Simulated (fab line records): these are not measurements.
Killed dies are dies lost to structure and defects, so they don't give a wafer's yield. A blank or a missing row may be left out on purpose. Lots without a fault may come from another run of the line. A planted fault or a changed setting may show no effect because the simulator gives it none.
Matching of chambers	flow n5_finfet	N5_BEOL_M1_PECVD_72 on pecvd-01 has 3 sister chambers
The step deposits SiO2 from TEOS/O2, target thk 16 nm, time 18 s. 20 wafers are shown with their chamber, then 10 later ones without.

WAFERS WITH THEIR CHAMBER
wafer	chamber	throttle_valve_pct (%)	showerhead_plenum_p_Torr (Torr)	heater_power_w (W)
L075.4	0	22.5	8.77	663
L075.5	1	25.6	8.83	718
L075.6	2	21.0	8.92	751
L078.1	1	25.6	8.84	859
L078.4	1	25.5	8.84	826
L078.6	2	21.2	8.93	776
L080.3	2	21.0	8.93	770
L080.4	1	25.6	8.84	718
L080.5	2	20.9	8.93	777
L084.2	2	20.9	8.93	780
L084.3	1	25.6	8.88	760
L084.6	1	25.8	8.85	762
L085.2	2	20.8	8.96	748
L085.5	2	21.0	8.94	758
L085.6	0	22.3	8.77	744
L088.1	2	21.1	8.94	736
L088.3	0	22.5	8.77	722
L088.4	1	25.7	8.86	723
L090.2	2	20.9	8.95	688
L090.3	0	22.0	8.79	632

SIGNATURES (averages over the wafers above)
reading	chamber 0	chamber 1	chamber 2	scatter within a chamber
throttle_valve_pct	22.325	25.629	20.978	0.141
showerhead_plenum_p_Torr	8.7750	8.8486	8.9367	0.0137
heater_power_w	690.25	766.57	753.78	44.4
Rule: a wafer lies at a distance from a chamber equal to the root of the sum of squares, over the readings, of (its reading less the chamber's mean, divided by the reading's scatter). If the next closest chamber is less than 2 further off than the closest, the wafer can't be placed; otherwise it belongs to the closest. The scatter is the square root of a quotient: the sum, over the shown wafers, of each reading's squared deviation from its chamber's mean, divided by wafers minus chambers.

WAFERS WITHOUT THEIR CHAMBER
wafer	throttle_valve_pct (%)	showerhead_plenum_p_Torr (Torr)	heater_power_w (W)
L090.5	25.9	8.85	811
L092.1	25.6	8.85	823
L092.2	21.8	8.76	592
L092.3	21.1	8.94	683
L094.1	22.3	8.77	693
L094.5	20.8	8.92	661
L094.6	25.5	8.87	853
L097.3	22.3	8.78	668
L097.5	22.3	8.79	693
L097.6	25.7	8.85	777

THE CHAMBER EACH PASSED THROUGH
wafer	from the rows above	in truth
L090.5	1	1
L092.1	1	1
L092.2	0	0
L092.3	2	2
L094.1	0	0
L094.5	2	2
L094.6	1	1
L097.3	0	0
L097.5	0	0
L097.6	1	1
10 of 10 placed correctly. Left unplaced by these rows: 0. Placed wrongly: 0.
